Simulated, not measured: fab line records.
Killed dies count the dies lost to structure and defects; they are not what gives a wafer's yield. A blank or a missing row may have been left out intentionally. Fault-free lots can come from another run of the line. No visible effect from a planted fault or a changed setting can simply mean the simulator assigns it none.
Which of the tools did it? | flow nand_harc | 21 lots, 63 wafers sampled, at 6 steps of a route of 1302

## WHAT EACH GAUGE READ, for each wafer
No reading from a measuring or inspecting step in the record can be judged against a usual standard deviation.

## WHAT TOOL EACH LOT RAN ON (gives the tool, then ch and the chambers of the sampled wafers, and finally the start)
lot  | NHARC_A_STAIRCASE_ETCH_170                    | NHARC_A_STAIRCASE_ETCH_21                     | NHARC_A_STAIRCASE_ETCH_23                     | NHARC_A_STAIRCASE_DESCUM_186       | NHARC_A_STAIRCASE_TRIM_196         | NHARC_A_STAIRCASE_TRIM_200
L075 | rie_diel-11 ch 0,1, day 15 18:42 or earlier   | rie_diel-11 ch 0,2,3, day 15 18:42 or earlier | rie_diel-11 ch 1,2, day 15 18:42 or earlier   | rie_diel-06 ch 0,3, day 15 18:42   | rie_diel-11 ch 1,2,3, day 15 19:52 | rie_diel-11 ch 0,1,2, no start
L074 | rie_diel-01 ch 0,2,3, day 15 22:22 or earlier | rie_diel-06 ch 0,2,3, day 15 22:22 or earlier | rie_diel-06 ch 0,1,2, day 15 22:22 or earlier | rie_diel-01 ch 0,1,2, day 15 22:22 | rie_diel-11 ch 0,1,2, day 15 23:31 | rie_diel-11 ch 0,1,3, no start
L076 | rie_diel-01 ch 0,1,2, day 16 12:32 or earlier | rie_diel-06 ch 0,1, day 16 12:32 or earlier   | rie_diel-06 ch 1,2, day 16 12:32 or earlier   | rie_diel-06 ch 1,2, day 16 12:32   | rie_diel-06 ch 0,2,3, day 16 14:41 | rie_diel-06 ch 0,1,2, no start
L078 | rie_diel-06 ch 1,2,3, day 17 12:31 or earlier | rie_diel-01 ch 0,1, day 17 12:31 or earlier   | rie_diel-01 ch 2,3, day 17 12:31 or earlier   | rie_diel-01 ch 0,2, day 17 12:31   | rie_diel-11 ch 1,2,3, day 17 13:44 | rie_diel-11 ch 0,1, no start
L077 | rie_diel-06 ch 0,1,2, day 17 10:04 or earlier | rie_diel-11 ch 0,1,2, day 17 10:04 or earlier | rie_diel-11 ch 0,2,3, day 17 10:04 or earlier | rie_diel-11 ch 0,1,3, day 17 10:04 | rie_diel-11 ch 0,2,3, day 17 12:23 | rie_diel-11 ch 0,1,2, no start
L079 | rie_diel-01 ch 1,2,3, day 17 13:53 or earlier | rie_diel-06 ch 0,1, day 17 13:53 or earlier   | rie_diel-06 ch 0,1,3, day 17 13:53 or earlier | rie_diel-06 ch 0,1,3, day 17 13:53 | rie_diel-01 ch 0,2, day 17 15:06   | rie_diel-01 ch 0,2,3, no start
L080 | rie_diel-11 ch 0,3, day 18 09:36 or earlier   | rie_diel-01 ch 2,3, day 18 09:36 or earlier   | rie_diel-01 ch 1,2, day 18 09:36 or earlier   | rie_diel-06 ch 0,3, day 18 09:36   | rie_diel-06 ch 0,1,3, day 18 10:41 | rie_diel-06 ch 0,2, no start
L081 | rie_diel-11 ch 0,2,3, day 18 09:50 or earlier | rie_diel-06 ch 0,2, day 18 09:50 or earlier   | rie_diel-06 ch 0,1,3, day 18 09:50 or earlier | rie_diel-11 ch 0,2,3, day 18 09:50 | rie_diel-11 ch 1,2,3, day 18 10:58 | rie_diel-11 ch 2,3, no start
L082 | rie_diel-11 ch 0,1,2, day 19 03:53 or earlier | rie_diel-01 ch 0,1,2, day 19 03:53 or earlier | rie_diel-01 ch 0,3, day 19 03:53 or earlier   | rie_diel-01 ch 0,1,3, day 19 03:53 | rie_diel-06 ch 0,2, day 19 04:59   | rie_diel-06 ch 1,2, no start
L084 | rie_diel-06 ch 0,1,2, day 19 20:53 or earlier | rie_diel-06 ch 0,1,3, day 19 20:53 or earlier | rie_diel-06 ch 0,1,3, day 19 20:53 or earlier | rie_diel-11 ch 0,3, day 19 20:53   | rie_diel-01 ch 1,3, day 19 22:19   | rie_diel-01 ch 1,2, no start
L083 | rie_diel-01 ch 1,2,3, day 19 22:29 or earlier | rie_diel-01 ch 1,3, day 19 22:29 or earlier   | rie_diel-01 ch 2,3, day 19 22:29 or earlier   | rie_diel-11 ch 2,3, day 19 22:29   | rie_diel-01 ch 1,2, day 19 23:44   | rie_diel-01 ch 2,3, no start
L085 | rie_diel-01 ch 1,2,3, day 20 07:56 or earlier | rie_diel-01 ch 0,2,3, day 20 07:56 or earlier | rie_diel-01 ch 0,2,3, day 20 07:56 or earlier | rie_diel-06 ch 2,3, day 20 07:56   | rie_diel-06 ch 1,2,3, day 20 09:07 | rie_diel-06 ch 0,1,2, no start
L087 | rie_diel-06 ch 1,3, day 21 01:36 or earlier   | rie_diel-01 ch 0,1,3, day 21 01:36 or earlier | rie_diel-01 ch 0,1,3, day 21 01:36 or earlier | rie_diel-11 ch 0,2,3, day 21 01:36 | rie_diel-06 ch 1,2,3, day 21 02:44 | rie_diel-06 ch 0,1,3, no start
L088 | rie_diel-11 ch 1,3, day 21 17:46 or earlier   | rie_diel-01 ch 1,2, day 21 17:46 or earlier   | rie_diel-01 ch 0,1, day 21 17:46 or earlier   | rie_diel-11 ch 1,3, day 21 17:46   | rie_diel-06 ch 0,1,3, day 21 18:52 | rie_diel-06 ch 0,2,3, no start
L090 | rie_diel-01 ch 0,1,2, day 22 16:07 or earlier | rie_diel-11 ch 0,1,3, day 22 16:07 or earlier | rie_diel-11 ch 0,1,2, day 22 16:07 or earlier | rie_diel-06 ch 0,1,2, day 22 16:07 | rie_diel-06 ch 0,2, day 22 17:19   | rie_diel-06 ch 0,2,3, no start
L092 | rie_diel-11 ch 0,1,2, day 23 11:47 or earlier | rie_diel-01 ch 1,2, day 23 11:47 or earlier   | rie_diel-01 ch 0,1, day 23 11:47 or earlier   | rie_diel-06 ch 1,2,3, day 23 11:47 | rie_diel-06 ch 0,3, day 23 12:53   | rie_diel-06 ch 2,3, no start
L093 | rie_diel-11 ch 0,3, day 24 05:01 or earlier   | rie_diel-01 ch 1,3, day 24 05:01 or earlier   | rie_diel-01 ch 1,2,3, day 24 05:01 or earlier | rie_diel-01 ch 0,2, day 24 05:01   | rie_diel-11 ch 1,2, day 24 06:10   | rie_diel-11 ch 0,2,3, no start
L095 | rie_diel-06 ch 0,2, day 24 11:25 or earlier   | rie_diel-11 ch 2,3, day 24 11:25 or earlier   | rie_diel-11 ch 1,3, day 24 11:25 or earlier   | rie_diel-11 ch 0,2,3, day 24 11:25 | rie_diel-11 ch 0,1, day 24 12:31   | rie_diel-11 ch 0,2, no start
L096 | rie_diel-06 ch 0,1, day 24 12:01 or earlier   | rie_diel-11 ch 2,3, day 24 12:01 or earlier   | rie_diel-11 ch 0,2,3, day 24 12:01 or earlier | rie_diel-06 ch 0,3, day 24 12:01   | rie_diel-11 ch 0,1, day 24 13:23   | rie_diel-11 ch 0,3, no start
L094 | rie_diel-06 ch 1,2,3, day 24 15:38 or earlier | rie_diel-06 ch 0,1,3, day 24 15:38 or earlier | rie_diel-06 ch 1,2,3, day 24 15:38 or earlier | rie_diel-11 ch 1,2,3, day 24 15:38 | rie_diel-01 ch 0,1,2, day 24 17:26 | rie_diel-01 ch 0,1,3, no start
L097 | rie_diel-11 ch 0,2,3, day 25 07:22 or earlier | rie_diel-06 ch 2,3, day 25 07:22 or earlier   | rie_diel-06 ch 0,3, day 25 07:22 or earlier   | rie_diel-06 ch 2,3, day 25 07:22   | rie_diel-06 ch 0,2, day 25 08:40   | rie_diel-06 ch 2,3, no start
- NHARC_A_STAIRCASE_ETCH_170: etches the open film in C4F6/O2, target depth 200 nm, time 66.667 s.
- NHARC_A_STAIRCASE_ETCH_21: etches the open film in C4F8/O2, target depth 100 nm, time 40.5 s.
- NHARC_A_STAIRCASE_ETCH_23: etches the open film in C4F8/O2, target depth 100 nm, time 40.5 s.
- NHARC_A_STAIRCASE_DESCUM_186: chemistry O2, time 3 s.
- NHARC_A_STAIRCASE_TRIM_196: chemistry O2, time 211.2 s.
- NHARC_A_STAIRCASE_TRIM_200: chemistry O2, time 211.2 s.

## WHAT THE TOOLS THEMSELVES READ (means of the sampled wafers that have a number; where no wafer has one, the mark that the record gives instead)
NHARC_A_STAIRCASE_ETCH_170.
lot  | tool        | drypump_motor_current_A (A) | o2_flow_sccm (sccm) | oes_product_au (a.u.) | rf_vpp_V (V) | showerhead_plenum_p_Torr (Torr) | throttle_valve_pct (%)
L075 | rie_diel-11 | 4.8                         | 20.04               | 0.953                 | 543          | 3.74                            | 26.909
L074 | rie_diel-01 | 6.1                         | 20.07               | 0.979                 | 549          | 4.04                            | 26.903
L076 | rie_diel-01 | 5.9                         | 20.04               | 0.964                 | 548          | 3.95                            | 26.907
L078 | rie_diel-06 | 5.8                         | 19.99               | 0.989                 | 543          | 3.74                            | 26.902
L077 | rie_diel-06 | 5.8                         | 19.99               | 0.976                 | 544          | 3.75                            | 26.905
L079 | rie_diel-01 | 5.9                         | 19.95               | 0.976                 | 551          | 4.09                            | 26.915
L080 | rie_diel-11 | 5.2                         | 20.05               | 0.984                 | 545          | 3.85                            | 26.904
L081 | rie_diel-11 | 5.4                         | 20.02               | 0.988                 | 545          | 3.87                            | 26.896
L082 | rie_diel-11 | 5.2                         | 19.99               | 0.983                 | 545          | 3.80                            | 26.903
L084 | rie_diel-06 | 5.8                         | 19.96               | 0.966                 | 543          | 3.74                            | 26.908
L083 | rie_diel-01 | 6.0                         | 19.93               | 0.984                 | 550          | 4.08                            | 26.900
L085 | rie_diel-01 | 5.9                         | 19.95               | 0.976                 | 550          | 4.07                            | 26.910
L087 | rie_diel-06 | 5.9                         | 20.01               | 0.983                 | 542          | 3.65                            | 26.905
L088 | rie_diel-11 | 5.3                         | 20.06               | 0.957                 | 547          | 3.97                            | 26.903
L090 | rie_diel-01 | 5.9                         | 20.05               | 0.979                 | 551          | 4.12                            | 26.911
L092 | rie_diel-11 | 5.2                         | 19.96               | 0.974                 | 548          | 3.98                            | 26.898
L093 | rie_diel-11 | 5.2                         | 19.98               | 0.993                 | 544          | 3.83                            | 26.892
L095 | rie_diel-06 | 5.6                         | 20.06               | 0.986                 | 543          | 3.78                            | 26.904
L096 | rie_diel-06 | 5.8                         | 20.01               | 0.969                 | 546          | 3.85                            | 26.911
L094 | rie_diel-06 | 5.8                         | 20.08               | 1.002                 | 549          | 4.09                            | 26.900
L097 | rie_diel-11 | 5.4                         | 20.00               | 0.982                 | 545          | 3.84                            | 26.907

NHARC_A_STAIRCASE_ETCH_21.
lot  | tool        | oes_product_au (a.u.) | rf_vpp_V (V)
L075 | rie_diel-11 | 0.986                 | 895
L074 | rie_diel-06 | 0.987                 | 889
L076 | rie_diel-06 | 0.966                 | 888
L078 | rie_diel-01 | 0.978                 | 902
L077 | rie_diel-11 | 0.939                 | 893
L079 | rie_diel-06 | 0.948                 | 887
L080 | rie_diel-01 | 0.944                 | 900
L081 | rie_diel-06 | 0.948                 | 890
L082 | rie_diel-01 | 0.951                 | 903
L084 | rie_diel-06 | 0.959                 | 887
L083 | rie_diel-01 | 0.941                 | 898
L085 | rie_diel-01 | 0.955                 | 899
L087 | rie_diel-01 | 0.945                 | 900
L088 | rie_diel-01 | 0.970                 | 905
L090 | rie_diel-11 | 0.953                 | 897
L092 | rie_diel-01 | 0.941                 | 903
L093 | rie_diel-01 | 0.935                 | 897
L095 | rie_diel-11 | 0.947                 | 893
L096 | rie_diel-11 | 0.928                 | 894
L094 | rie_diel-06 | 0.946                 | 899
L097 | rie_diel-06 | 0.953                 | 897

NHARC_A_STAIRCASE_ETCH_23.
lot  | tool        | oes_product_au (a.u.) | rf_vpp_V (V)
L075 | rie_diel-11 | 0.954                 | 892
L074 | rie_diel-06 | 0.965                 | 891
L076 | rie_diel-06 | 0.967                 | 890
L078 | rie_diel-01 | 0.950                 | 900
L077 | rie_diel-11 | 0.954                 | 895
L079 | rie_diel-06 | 0.948                 | 888
L080 | rie_diel-01 | 0.947                 | 905
L081 | rie_diel-06 | 0.947                 | 889
L082 | rie_diel-01 | 0.964                 | 897
L084 | rie_diel-06 | 0.960                 | 888
L083 | rie_diel-01 | 0.952                 | 900
L085 | rie_diel-01 | 0.950                 | 899
L087 | rie_diel-01 | 0.962                 | 899
L088 | rie_diel-01 | 0.968                 | 903
L090 | rie_diel-11 | 0.937                 | 898
L092 | rie_diel-01 | 0.936                 | 902
L093 | rie_diel-01 | 0.950                 | 900
L095 | rie_diel-11 | 0.933                 | 901
L096 | rie_diel-11 | 0.945                 | 893
L094 | rie_diel-06 | 0.955                 | 901
L097 | rie_diel-06 | 0.934                 | 894

NHARC_A_STAIRCASE_DESCUM_186.
lot  | tool        | drypump_motor_current_A (A) | o2_flow_sccm (sccm) | oes_product_au (a.u.) | rf_vpp_V (V) | showerhead_plenum_p_Torr (Torr) | throttle_valve_pct (%)
L075 | rie_diel-06 | 5.7                         | 200.1               | 1.000                 | 57.5         | 1.80                            | 11.304
L074 | rie_diel-01 | 6.0                         | 199.5               | 0.992                 | 57.6         | 1.93                            | 11.319
L076 | rie_diel-06 | 5.9                         | 200.5               | 1.017                 | 57.9         | 1.82                            | 11.318
L078 | rie_diel-01 | 6.1                         | 200.1               | 1.015                 | 58.4         | 2.01                            | 11.305
L077 | rie_diel-11 | 5.0                         | 200.0               | 0.982                 | 57.3         | 1.84                            | 11.308
L079 | rie_diel-06 | 5.9                         | 200.0               | 1.004                 | 57.4         | 1.78                            | 11.307
L080 | rie_diel-06 | 5.7                         | 200.0               | 0.997                 | 56.6         | 1.78                            | 11.309
L081 | rie_diel-11 | 5.4                         | 199.9               | 1.007                 | 57.8         | 1.88                            | 11.307
L082 | rie_diel-01 | 5.6                         | 199.9               | 0.998                 | 57.9         | 1.98                            | 11.319
L084 | rie_diel-11 | 5.2                         | 199.8               | 1.013                 | 57.7         | 1.87                            | 11.323
L083 | rie_diel-11 | 5.8                         | 199.3               | 0.994                 | 57.2         | 1.89                            | 11.307
L085 | rie_diel-06 | 5.6                         | 200.1               | 1.013                 | 58.1         | 1.84                            | 11.311
L087 | rie_diel-11 | 5.4                         | 200.2               | 1.003                 | 57.5         | 1.88                            | 11.314
L088 | rie_diel-11 | 5.3                         | 200.1               | 1.012                 | 57.7         | 1.94                            | 11.307
L090 | rie_diel-06 | 5.8                         | 200.1               | 1.015                 | 58.2         | 1.91                            | 11.318
L092 | rie_diel-06 | 5.7                         | 200.0               | 1.021                 | 58.6         | 2.00                            | 11.310
L093 | rie_diel-01 | 6.4                         | 200.0               | 1.008                 | 58.5         | 2.00                            | 11.313
L095 | rie_diel-11 | 5.4                         | 199.7               | 1.015                 | 57.8         | 1.87                            | 11.315
L096 | rie_diel-06 | 5.7                         | 200.3               | 1.004                 | 57.2         | 1.88                            | 11.305
L094 | rie_diel-11 | 5.4                         | 199.8               | 0.994                 | 58.0         | 1.94                            | 11.320
L097 | rie_diel-06 | 5.6                         | 200.1               | 1.021                 | 57.6         | 1.93                            | 11.313

NHARC_A_STAIRCASE_TRIM_196.
lot  | tool        | drypump_motor_current_A (A) | o2_flow_sccm (sccm) | oes_product_au (a.u.) | rf_vpp_V (V) | showerhead_plenum_p_Torr (Torr) | throttle_valve_pct (%)
L075 | rie_diel-11 | 5.4                         | 499.0               | 0.993                 | 58.5         | 3.43                            | 17.038
L074 | rie_diel-11 | 5.2                         | 500.3               | 1.004                 | 57.6         | 3.43                            | 17.038
L076 | rie_diel-06 | 5.7                         | 500.7               | 1.004                 | 58.2         | 3.37                            | 17.031
L078 | rie_diel-11 | 5.4                         | 499.4               | 0.990                 | 57.6         | 3.42                            | 17.043
L077 | rie_diel-11 | 5.4                         | 499.6               | 1.007                 | 57.6         | 3.49                            | 17.034
L079 | rie_diel-01 | 6.2                         | 497.4               | 1.011                 | 58.0         | 3.68                            | 17.039
L080 | rie_diel-06 | 5.8                         | 500.3               | 0.995                 | 57.3         | 3.30                            | 17.038
L081 | rie_diel-11 | 5.5                         | 499.2               | 0.986                 | 57.3         | 3.42                            | 17.034
L082 | rie_diel-06 | 5.7                         | 499.8               | 1.004                 | 58.1         | 3.43                            | 17.039
L084 | rie_diel-01 | 5.4                         | 499.6               | 0.992                 | 58.8         | 3.69                            | 17.038
L083 | rie_diel-01 | 6.2                         | 501.8               | 0.999                 | 58.1         | 3.75                            | 17.032
L085 | rie_diel-06 | 5.8                         | 500.6               | 1.008                 | 56.9         | 3.35                            | 17.031
L087 | rie_diel-06 | 5.8                         | 500.3               | 1.013                 | 57.5         | 3.34                            | 17.036
L088 | rie_diel-06 | 5.9                         | 500.6               | 1.008                 | 58.3         | 3.64                            | 17.036
L090 | rie_diel-06 | 5.7                         | 499.5               | 1.005                 | 57.4         | 3.35                            | 17.030
L092 | rie_diel-06 | 5.7                         | 498.8               | 0.998                 | 58.1         | 3.63                            | 17.034
L093 | rie_diel-11 | 5.2                         | 500.7               | 0.975                 | 58.9         | 3.69                            | 17.040
L095 | rie_diel-11 | 4.8                         | 500.3               | 0.999                 | 57.9         | 3.56                            | 17.046
L096 | rie_diel-11 | 4.8                         | 500.2               | 0.996                 | 58.0         | 3.56                            | 17.026
L094 | rie_diel-01 | 5.9                         | 498.6               | 1.003                 | 57.9         | 3.70                            | 17.033
L097 | rie_diel-06 | 5.7                         | 497.8               | 0.995                 | 57.5         | 3.34                            | 17.036

NHARC_A_STAIRCASE_TRIM_200.
lot  | tool        | drypump_motor_current_A (A) | o2_flow_sccm (sccm) | oes_product_au (a.u.) | rf_vpp_V (V) | showerhead_plenum_p_Torr (Torr) | throttle_valve_pct (%)
L075 | rie_diel-11 | 5.2                         | 499.0               | 0.995                 | 57.6         | 3.43                            | 17.036
L074 | rie_diel-11 | 5.0                         | 498.9               | 0.995                 | 57.7         | 3.41                            | 17.041
L076 | rie_diel-06 | 5.7                         | 499.4               | 1.009                 | 57.4         | 3.37                            | 17.028
L078 | rie_diel-11 | 4.8                         | 500.3               | 0.980                 | 56.8         | 3.34                            | 17.039
L077 | rie_diel-11 | 5.2                         | 502.1               | 0.998                 | 57.3         | 3.42                            | 17.037
L079 | rie_diel-01 | 6.1                         | 500.1               | 1.011                 | 57.1         | 3.63                            | 17.036
L080 | rie_diel-06 | 5.7                         | 498.7               | 1.002                 | 57.3         | 3.37                            | 17.042
L081 | rie_diel-11 | 5.6                         | 498.6               | 1.009                 | 57.6         | 3.48                            | 17.035
L082 | rie_diel-06 | 5.7                         | 500.7               | 1.010                 | 57.3         | 3.41                            | 17.035
L084 | rie_diel-01 | 6.2                         | 501.7               | 1.004                 | 58.3         | 3.75                            | 17.036
L083 | rie_diel-01 | 6.4                         | 500.0               | 1.002                 | 58.6         | 3.65                            | 17.030
L085 | rie_diel-06 | 5.8                         | 500.7               | 1.009                 | 57.0         | 3.35                            | 17.035
L087 | rie_diel-06 | 5.9                         | 500.3               | 0.997                 | 57.8         | 3.29                            | 17.035
L088 | rie_diel-06 | 5.7                         | 499.7               | 1.009                 | 58.4         | 3.53                            | 17.038
L090 | rie_diel-06 | 5.7                         | 499.2               | 1.015                 | 57.5         | 3.52                            | 17.032
L092 | rie_diel-06 | 5.7                         | 500.4               | 1.023                 | 57.9         | 3.69                            | 17.032
L093 | rie_diel-11 | 5.4                         | 500.6               | 1.005                 | 57.5         | 3.46                            | 17.034
L095 | rie_diel-11 | 5.5                         | 500.8               | 0.992                 | 57.5         | 3.47                            | 17.034
L096 | rie_diel-11 | 4.9                         | 500.2               | 1.017                 | 57.4         | 3.44                            | 17.047
L094 | rie_diel-01 | 5.6                         | 498.5               | 0.988                 | 57.8         | 3.62                            | 17.037
L097 | rie_diel-06 | 5.6                         | 499.1               | 1.020                 | 58.1         | 3.56                            | 17.034

## THE ANSWER, worked out from the rows above alone
Rule: the usual values come from the lots themselves. Put in order of their means at a reading, lots are off if they are a third of the lots or fewer, leave a main group of 4 or more, and stand apart from it by a gap of 3 or more times the standard deviation of the main group's means; of several such gaps the widest counts. If all means in a main group match to the digits the tables above print for the reading, that group is not used. Also off: a lot with no number at a reading for which 4 or more lots have one. The other lots that the step has rows for count as sound. The gauges are gone through in route order, then the tools' own readings, and for those a lot's mean is taken as printed above. The first step at which some lot is off is used, and at that step the reading that is off furthest; a lot without a number counts as furthest.
None of the lots is off at any reading shown; this tells nothing.

## WHAT WAS PUT IN BY THE SIMULATOR
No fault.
